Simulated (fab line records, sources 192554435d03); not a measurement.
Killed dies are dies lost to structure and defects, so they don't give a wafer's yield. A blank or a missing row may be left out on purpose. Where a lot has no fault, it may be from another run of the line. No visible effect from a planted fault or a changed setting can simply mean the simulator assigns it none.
Split-lot experiment + flow n5 finfet + on a route of 1938 steps: 7 lots, 21 wafers read

== ABOUT THE SPLIT ==
At N5_SPACER0_ALD_00 (deposits SiOCN, target thk 3.5 nm, pulse time 3 s, purge time 2 s), the setting ald cycles was moved away from the recipe's 58 on 6 of the 21 wafers read, by -10.3% to +12.1%. The other wafers ran this setting at the recipe's value.

The reading is taken at the split's own step.

== THE READING ==
SiOCN_of_SPACER0_ALD_00.thk nm (the simulator's own value, which no gauge read), in nm, at N5_SPACER0_ALD_00 (deposits SiOCN, target thk 3.5 nm, pulse time 3 s, purge time 2 s). There is no usual value for it anywhere in the file. Across the 15 wafers here that went through the recipe, the average is 3.5 nm and the standard deviation 0.098 nm.

| wafer  | tool, chamber at the split | ald cycles as run | against the recipe | SiOCN_of_SPACER0_ALD_00.thk nm, nm | against lot-mates on the recipe |
|--------|----------------------------|-------------------|--------------------|------------------------------------|---------------------------------|
| L077.1 | ald sin-01, 0              | 61                | +5.2%              | 3.6                                | +0.0                            |
| L077.4 | ald sin-01, 3,1            | 58                | recipe             | 3.6                                | -                               |
| L077.6 | ald sin-01, 3,1            | 58                | recipe             | 3.6                                | -                               |
| L080.2 | ald sin-01, 0,2            | 58                | recipe             | 3.6                                | -                               |
| L080.6 | ald sin-01, 0,2            | 58                | recipe             | 3.6                                | -                               |
| L080.5 | ald sin-01, 1              | 58                | recipe             | 3.4                                | -                               |
| L082.4 | ald sin-04, 2,1            | 58                | recipe             | 3.6                                | -                               |
| L082.5 | ald sin-04, 2,1            | 58                | recipe             | 3.6                                | -                               |
| L082.6 | ald sin-04, 0              | 65                | +12.1%             | 4                                  | +0.4                            |
| L089.2 | ald sin-04, 2,1            | 55                | -5.2%              | 3.4                                | -0.2                            |
| L089.3 | ald sin-04, 2,1            | 55                | -5.2%              | 3.4                                | -0.2                            |
| L089.5 | ald sin-04, 3              | 58                | recipe             | 3.6                                | -                               |
| L090.3 | ald sin-03, 3,0            | 58                | recipe             | 3.4                                | -                               |
| L090.5 | ald sin-03, 3,0            | 58                | recipe             | 3.4                                | -                               |
| L090.6 | ald sin-03, 3              | 62                | +6.9%              | 3.8                                | +0.4                            |
| L092.1 | ald sin-01, 3,0            | 58                | recipe             | 3.6                                | -                               |
| L092.4 | ald sin-01, 3,0            | 58                | recipe             | 3.6                                | -                               |
| L092.5 | ald sin-01, 3              | 52                | -10.3%             | 3.2                                | -0.4                            |
| L096.3 | ald sin-03, 0,2,1          | 58                | recipe             | 3.4                                | -                               |
| L096.5 | ald sin-03, 0,2,1          | 58                | recipe             | 3.4                                | -                               |
| L096.6 | ald sin-03, 0,2,1          | 58                | recipe             | 3.4                                | -                               |
If several chambers appear in one row, that row covers several wafers at once and the file leaves open which wafer was in which chamber.

THE FIT
A straight line over all 21 wafers: SiOCN_of_SPACER0_ALD_00.thk nm changes by +0.0333 nm for each +1% of ald cycles; r = +0.85; the points scatter about the line by 0.093 nm.
The same after taking each lot's own level away (the mean of its wafers on the recipe; 21 wafers): +0.0363 nm for each +1%; r = +0.92; scatter 0.067 nm.
That fit puts the effect of the largest move of ald cycles on the reading at 0.44 nm.
From 3.40 to 3.60 nm: that is the span of the lots' own levels, equal to 2.0 times the standard deviation above.
The two slopes agree, so the slope changes little with the lot-to-lot level.
Check: for one of the wafers moved furthest among these (+12.1%), held out of the fit, the line's prediction against its lot-mates is +0.456 nm. It came out at +0.4 nm against them.

== FURTHER SPLITS ON THESE WAFERS ==
Other splits were also applied to these wafers ahead of the reading. Each is held against what the fit with the lots' levels taken away leaves over:
| other split on the same wafers  | wafers away from the commonest value | r with SiOCN_of_SPACER0_ALD_00.thk nm (lot level and that fit taken away) |
|---------------------------------|--------------------------------------|---------------------------------------------------------------------------|
| N5_FIN_SAQP_ETCH_52 source w    | 7                                    | +0.01                                                                     |
| N5_FIN_CUT_COAT_02 spin rpm     | 10                                   | -0.29                                                                     |
| N5_FIN_CUT_ETCH_21 time s       | 8                                    | +0.01                                                                     |
| N5_DUMMY_GATE_EXPOSE_12 dose mj | 8                                    | +0.27                                                                     |

== FILE'S OWN FIT ==
SiOCN_of_SPACER0_ALD_00.thk nm changes by +0.0361 nm for each +1% of ald cycles, r = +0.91.
